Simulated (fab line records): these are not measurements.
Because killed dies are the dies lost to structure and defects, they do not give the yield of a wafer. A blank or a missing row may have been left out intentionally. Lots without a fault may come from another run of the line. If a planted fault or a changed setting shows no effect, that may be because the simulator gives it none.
Struck lot and sound lot, side by side | flow n5Finfet | 37 out of 1938 route steps
Sound: the wafers L784.1, L784.3, L784.5. Struck: wafers L786.1, L786.2, L786.6. The cause is named last.
Order at every step that has rows: each side's tool, ch and its chambers, its first start. Under that, the readings that differ: sound wafers | struck wafers | difference of the means | sigmas: that difference in standard deviations of wafers without a fault.
alike: same words and numbers on both sides, and readings whose means sit less than 2 such deviations apart. not compared: any withheld reading, any reading some wafer has no value for, any bound like >300 that may hide the same value, and any number with overlapping values for which the record gives no deviation.
Wherever a step has rows on one side only, a row that says differs or no value, or a row with sigmas, the two part there. Numbers that don't overlap but have no deviation are shown without sigmas and don't part them. A reading missing from all wafers of one side parts the sides only when that side holds two or more wafers.

first, 11 steps without rows for these wafers: N5_PMOS_HMC_CHANNEL_EPI_DESCUM_14 (chemistry O2, time 7.9 s); N5_PMOS_HMC_CHANNEL_EPI_ETCH_32 (etches BARC in N2/H2, stops on SiO2, target depth 85.8 nm, time 50.3 s); N5_PMOS_HMC_CHANNEL_EPI_HM_OPEN_15 (chemistry CHF3/O2, target SiO2, target depth 40.6 nm, time 20.3 s); N5_PMOS_HMC_CHANNEL_EPI_STRIP_33 (strips in N2/H2); N5_PMOS_HMC_CHANNEL_EPI_STRIP_17 (strips in SPM, time 750 s); N5_PMOS_HMC_CHANNEL_EPI_ETCH_38 (etches SiO2 in CF4, target depth 1.5 nm); N5_PMOS_HMC_CHANNEL_EPI_FIN_RECESS_16 (chemistry HBr/Cl2, target Si, target depth 54 nm, time 18 s); N5_PMOS_HMC_CHANNEL_EPI_PRECLEAN_36 (cleans in O3/DIW, time 45 s); N5_PMOS_HMC_CHANNEL_EPI_PRECLEAN_18 (cleans in DHF, time 30 s); N5_PMOS_HMC_CHANNEL_EPI_SRD_19 (time 30 s); N5_PMOS_HMC_CHANNEL_EPI_EPI_20 (deposits SiGe30, target thk 59 nm).
N5_PMOS_HMC_CHANNEL_EPI_HM_STRIP_35: strips SiO2 in dHF, material SiO2, target depth 39.6 nm, time 216 s.
  sound on wetBench-05 ch 1,2,7, day 4 02:07; struck on wetBench-06 ch 2,5,6, day 4 13:39
then, 24 steps without rows for these wafers: N5_PMOS_HMC_CHANNEL_EPI_SRD_39 (time 30 s); N5_PMOS_HMC_CHANNEL_EPI_CMP_21 (polishes SiGe30, target thk 54 nm); N5_PMOS_HMC_CHANNEL_EPI_PRECLEAN_40 (cleans in DHF, time 30 s); N5_PMOS_HMC_CHANNEL_EPI_PRECLEAN_37 (cleans in O3/DIW, time 45 s); N5_PMOS_HMC_CHANNEL_EPI_PRECLEAN_24 (cleans in DHF, time 30 s); N5_PMOS_HMC_CHANNEL_EPI_SRD_25 (time 30 s); N5_PMOS_HMC_CHANNEL_EPI_EPI_26 (deposits Si from SiH4/H2, target thk 3.8 nm, time 22.7 s); N5_FIN_SAQP_PRECLEAN_42 (cleans in O3/DIW, time 60 s); N5_FIN_SAQP_PRECLEAN_00 (cleans in SC1, time 60 s); N5_FIN_SAQP_PRECLEAN_44 (cleans in SC2, time 45 s); N5_FIN_SAQP_SRD_01 (time 30 s); N5_FIN_SAQP_ALD_61 (deposits SiO2, target thk 4 nm, pulse time 1 s, purge time 2 s); N5_FIN_SAQP_DENSIFY_62 (time 60 s); N5_FIN_SAQP_HM_DEP_03 (deposits SiNx from SiH4/NH3/N2, target thk 38 nm, time 33.6 s); N5_FIN_SAQP_PECVD_47 (deposits a-Si from SiH4/He, target thk 45 nm, time 36.3 s); N5_FIN_SAQP_PECVD_48 (deposits SiNx from SiH4/NH3/N2, target thk 25 nm, time 22.1 s); N5_FIN_SAQP_PECVD_06 (deposits a-Si from SiH4/He, target thk 60 nm, time 48.1 s); N5_FIN_SAQP_HM_DEP_72 (deposits SiO2 from SiH4/N2O, target thk 12 nm, time 7.2 s); N5_FIN_SAQP_COAT_49 (time 60 s, resist thk 100 nm); N5_FIN_SAQP_COAT_50 (time 60 s, resist thk 35 nm); N5_FIN_SAQP_COAT_10 (resist thk 90 nm); N5_FIN_SAQP_EBR_12; N5_FIN_SAQP_SOFTBAKE_11 (time 60 s); N5_FIN_SAQP_EXPOSE_13 (exposes mask FIN CORE, target cd 35.6 nm).
-- the record jumps here: 13 days lie between the struck wafers' starts before and after (it left off in module FIN_SAQP and takes up again in module PASSIVATION, whose first step shown is number 1936 of the route) --
N5_PASSIVATION_PROBE_49:
  sound: prober-01 at day 15 13:19; struck: prober-02 at day 17 06:17
reading                 | sound          | struck         | difference | sigmas
defectLimitedYield (%)  | 93.2 92.9 95.0 | 84.6 82.6 79.4 | -11.5      | -8
killedAtFrontEnd        | 36 27 30       | 122 160 166    | +118       | +11
killedDies              | 80 84 59       | 182 205 243    | +136       | +8
killedOnRim             | 11 10 7        | 32 28 23       | +18        | +4
sort_bin_5_function (%) | 4.4 4.4 2.8    | 8.1 9.4 12.2   | +6.0       | +6
sort_bin_6_memory (%)   | 2.2 2.5 2.0    | 3.7 3.7 4.8    | +1.8       | +3
sortNPass               | 1100 1096 1121 | 998 975 937    | -136       | -6
sortYieldPct (%)        | 93.2 92.9 95.0 | 84.6 82.6 79.4 | -11.5      | -7
  alike: killed_at_M0_to_M3, killed_at_M4_up, killedAtContacts, killedAtOther, killedOpen, killedShort

== WHERE THEY PART ==
At N5_PASSIVATION_PROBE_49 and nowhere else, as far as this record goes.

WHY: whatever the simulator had introduced
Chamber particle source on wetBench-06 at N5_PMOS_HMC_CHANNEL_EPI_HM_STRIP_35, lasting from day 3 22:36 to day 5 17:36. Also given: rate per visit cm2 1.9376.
